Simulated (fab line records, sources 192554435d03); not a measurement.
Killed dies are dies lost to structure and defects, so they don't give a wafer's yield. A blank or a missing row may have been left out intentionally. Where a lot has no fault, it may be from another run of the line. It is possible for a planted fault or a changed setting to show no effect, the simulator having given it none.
Lot-split experiment -- flow n5_finfet -- 7 lots, 21 wafers read, on a route of 1938 steps

## ON THE SPLIT
At N5_BEOL_M6_ETCH_62 (etches SOC in N2/H2, target depth 110 nm, overetch 22 nm, time 165 s), the setting time_s was moved away from the recipe's 165 s on 8 of the 21 wafers read, by -18.7% to +18.4%. All remaining wafers had this setting at the recipe value.

## FROM THE SPLIT TO THE READING: what the file shows between them, 2 steps
- N5_BEOL_M6_STRIP_68: strips in N2/H2
- N5_BEOL_M6_STRIP_67: strips in CF4

## THE READING
etch.depth_nm (the simulator's own value, which no gauge read), in nm, at N5_BEOL_M6_HM_OPEN_17 (chemistry Cl2/BCl3, target TiN, target depth 20 nm, overetch 6 nm). The file does not state a usual value for it. The 13 wafers here that ran the recipe average 20.08 nm, standard deviation 0.26 nm.

wafer,"tool, chamber at the split","time_s as run, s",against the recipe,"etch.depth_nm, nm",against lot-mates on the recipe
L079.3,"rie_diel-05, 1,0",195.4,+18.4%,17.07,-3.19
L079.5,"rie_diel-05, 1,0",195.4,+18.4%,16.84,-3.42
L079.6,"rie_diel-05, 3",165,recipe,20.26,-
L086.2,"rie_diel-03, 1,3,2",165,recipe,20.26,-
L086.3,"rie_diel-03, 1,3,2",165,recipe,20.27,-
L086.6,"rie_diel-03, 1,3,2",165,recipe,20.27,-
L088.2,"rie_diel-05, 1,2,3",165,recipe,19.69,-
L088.4,"rie_diel-05, 1,2,3",165,recipe,20,-
L088.6,"rie_diel-05, 1,2,3",165,recipe,19.79,-
L091.1,"rie_diel-05, 2,3",165,recipe,19.72,-
L091.4,"rie_diel-05, 0",178.9,+8.4%,18.5,-1.30
L091.6,"rie_diel-05, 2,3",165,recipe,19.89,-
L092.1,"rie_diel-05, 3,1,0",134.1,-18.7%,19.69,no lot-mate on the recipe
L092.3,"rie_diel-05, 3,1,0",134.1,-18.7%,19.65,no lot-mate on the recipe
L092.6,"rie_diel-05, 3,1,0",134.1,-18.7%,19.6,no lot-mate on the recipe
L095.2,"rie_diel-05, 3,0",152,-7.9%,19.98,+0.14
L095.4,"rie_diel-05, 2",165,recipe,19.84,-
L095.5,"rie_diel-05, 3,0",152,-7.9%,19.99,+0.15
L097.3,"rie_diel-03, 2,1,0",165,recipe,20.2,-
L097.4,"rie_diel-03, 2,1,0",165,recipe,20.27,-
L097.5,"rie_diel-03, 2,1,0",165,recipe,20.57,-
The file does not say which wafer passed through which chamber wherever a row lists several chambers: such a row stands for several wafers.

THE FIT
A straight line over all 21 wafers: etch.depth_nm changes by -0.0605 nm for each +1% of time_s; r = -0.60; the points scatter about the line by 0.81 nm.
The same after taking each lot's own level away (the mean of its wafers on the recipe; 18 wafers): -0.148 nm for each +1%; r = -0.94; scatter 0.38 nm.
The reading moves by 2.8 nm for the largest change in time_s, on that fit.
Measured against the standard deviation above, the lots' own levels, which go from 19.805 to 20.347 nm, span 2.1 times it.
So the lot-to-lot level blurs the effect unless lot-mates are compared.
Check: with one of the wafers moved furthest among these (+18.4%) left out of the fit, the line predicts -2.73 nm for it against its lot-mates. Against them it came out at -3.19 nm.

## OTHER SPLITS APPLIED TO THESE WAFERS
Note: prior to the reading, these wafers also went through further splits. Each is held against what the fit with the lots' levels taken away leaves over:
other split on the same wafers,wafers away from the commonest value,r with etch.depth_nm (lot level and that fit taken away)
N5_BEOL_M3_EXPOSE_08 dose_mj,7,-0.19
N5_BEOL_M3_DEP_57 time_s,9,+0.35
N5_BEOL_M4_COAT_73 spin_rpm,5,+0.10
N5_BEOL_M5_TRENCH_ETCH_37 bias_w,5,+0.44
N5_BEOL_M5_ETCH_41 source_w,10,-0.39

## FILE'S OWN FIT
etch.depth_nm changes by -0.155 nm for each +1% of time_s, r = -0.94.
